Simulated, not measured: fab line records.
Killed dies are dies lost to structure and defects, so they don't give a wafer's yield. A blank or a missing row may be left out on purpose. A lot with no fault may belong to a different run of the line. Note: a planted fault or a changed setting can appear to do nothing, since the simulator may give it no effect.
A struck lot beside a sound one || flow n5 finfet || 15 steps out of a route of 1938
Sound: the wafers L913.1, L913.4, L913.6. Struck: wafer L904.2. (L904.6 of the same lot was not struck and is left out.) The cause comes at the end.
Each step with rows lists, per side, the tool, then ch with its chambers, then its first start. Under that, the readings that differ: sound wafers || struck wafers || difference of the means || sigmas: that difference in standard deviations of wafers without a fault.
alike: a reading whose means differ by less than 2 such deviations, as well as words and numbers matching on both sides. not compared: withheld readings; readings where some wafer has no value; bounds like >300 that might hide an equal value; numbers whose values overlap and for which the record gives no deviation.
A row with sigmas, a row that says differs or no value, or rows on one side alone: a step with any of these is where the two part. Numbers that have no deviation but don't overlap get no sigmas and don't part them. A reading missing from all wafers of one side parts the sides only when that side holds two or more wafers.

first, 1 step without rows for these wafers: N5_BEOL_M6_TRENCH_ETCH_37 (etches SiCOH lowk in C4F6/O2, target depth 94.435 nm, time 31.5 s).
N5_BEOL_M6_ETCH_41: etches SiCN in CH3F/O2, target depth 29.7 nm, time 52 s.
  sound: rie diel-04 ch 0,2; struck: rie diel-03 ch 2
  alike: O2_flow_sccm, drypump motor current A, oes product au, rf vpp V, showerhead plenum p Torr, throttle valve pct
  not compared: rf hours counter h
N5_BEOL_M6_STRIP_80: strips in N2/H2, time 10 s.
  sound: rie diel-04 ch 0,2; struck: rie diel-03 ch 2
  alike: drypump motor current A, oes product au, rf vpp V, showerhead plenum p Torr, throttle valve pct
  not compared: rf hours counter h
N5_BEOL_M6_OCD_MEAS_38:
  struck on ocd-01, day 11 17:14; sound on ocd-02, day 14 00:50
  alike: trench depth nm
then, 4 steps without rows for these wafers: N5_BEOL_M6_HM_STRIP_39 (strips TiN in peroxide tin strip, target depth 25 nm, time 158 s); N5_BEOL_M6_SRD_40 (time 30 s); N5_BEOL_M6_PRECLEAN_42 (cleans in residue remover, time 60 s); N5_BEOL_M6_SRD_43 (time 30 s).
N5_BEOL_M6_CD_MEAS_35: target cd 40 nm, target cd y 28 nm.
  struck on cd sem-01, day 11 17:24; sound on cd sem-03, day 14 00:59
{"reading": "cd nm (nm)", "sound": "39.0 39.2 38.5", "struck": 40.2, "difference": "+1.3", "sigmas": "+2"}
N5_BEOL_M6_CURE_75: cures SiCOH lowk, time 120 s.
  sound on uv cure-01 ch 2, day 14 01:01; struck on uv cure-01 ch 1, day 11 17:29
  alike: lamp power pct, wafer_temp_C_max
N5_BEOL_M6_DEGAS_44: time 60 s.
  struck on pvd sputter-01, day 11 19:19; sound on pvd sputter-02, day 14 01:43
  alike: heater power w
then, 1 step without rows for these wafers: N5_BEOL_M6_PRE_CLEAN_45 (time 30 s).
N5_BEOL_M6_ALD_77: deposits TaN, target thk 2 nm, pulse time 2 s, purge time 3 s.
  sound on ald metal-02 ch 0,1, day 14 01:49; struck on ald metal-02 ch 3, day 11 19:25
{"reading": "co reactant pulse time s (s)", "sound": "3 3 3", "struck": 3.2406, "difference": "+0.2406", "sigmas": ""}
  alike: chamber pressure Torr, heater power w
N5_BEOL_M6_SURFACE_TREAT_79:
  struck on pvd sputter-01, day 11 19:44; sound on pvd sputter-02, day 14 02:07
  not compared: throttle valve pct
N5_PASSIVATION_PROBE_49:
  rows exist in the record for the sound wafers here (prober-01, day 17 19:20), none for the struck ones

## WHERE THEY PART
At N5_BEOL_M6_CD_MEAS_35 first; at N5_PASSIVATION_PROBE_49 last (within this record only).

WHY: the cause the simulator had injected
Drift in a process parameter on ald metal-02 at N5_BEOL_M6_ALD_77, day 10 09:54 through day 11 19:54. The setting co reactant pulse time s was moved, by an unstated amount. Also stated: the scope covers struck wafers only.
